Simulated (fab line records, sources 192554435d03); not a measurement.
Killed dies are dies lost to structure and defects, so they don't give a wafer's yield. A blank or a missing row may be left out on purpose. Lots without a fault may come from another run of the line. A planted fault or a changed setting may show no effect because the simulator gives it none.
Chamber matching | flow n5_finfet | N5_MOL_CONTACT_COAG_ALD_27 on ald_sin-01: 3 sister chambers
The step deposits SiOC, target thk 17 nm, pulse time 1.5 s, time 2720 s. 6 wafers are shown with their chamber, then 7 later ones without.

WAFERS WITH THEIR CHAMBER
wafer  | chamber | heater_power_w (W) | precursor_pulse_height_rel
L077.5 | 1       | 713                | 1.014
L080.2 | 1       | 689                | 1.005
L082.2 | 3       | 742                | 0.998
L082.3 | 0       | 723                | 1.004
L082.6 | 0       | 697                | 0.953
L089.2 | 3       | 737                | 1.005

WAFERS WITHOUT THEIR CHAMBER
wafer  | heater_power_w (W) | precursor_pulse_height_rel
L089.3 | 721                | 1.006
L089.6 | 711                | 1.004
L095.2 | 715                | 1.004
L095.3 | 748                | 1.017
L095.5 | 709                | 1.016
L096.1 | 719                | 0.983
L096.2 | 696                | 1.021

WHICH CHAMBER EACH WENT THROUGH
wafer  | from the rows above          | in truth
L089.3 | can't be placed: 3 or 1 or 0 | 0
L089.6 | can't be placed: 1 or 0 or 3 | 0
L095.2 | can't be placed: 1 or 0 or 3 | 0
L095.3 | 3                            | 3
L095.5 | can't be placed: 1 or 0 or 3 | 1
L096.1 | can't be placed: 0 or 3 or 1 | 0
L096.2 | can't be placed: 1 or 0      | 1
Placed correctly: 1 of 7. Can't be placed from these rows: 6 (the true chamber is among the candidates in 6). Placed wrongly: 0.
How it was worked out, from the rows above alone: a wafer's distance from a chamber is the root of the sum, over the readings, of the square of ((its reading less the chamber's mean) divided by the reading's scatter). The wafer belongs to the nearest chamber; if the next one is less than 2 further off, it can't be placed. A chamber's mean is the mean of its shown wafers. The scatter: the root of (the sum of the squares of (reading less its chamber's mean) over the shown wafers, divided by (wafers less chambers)).
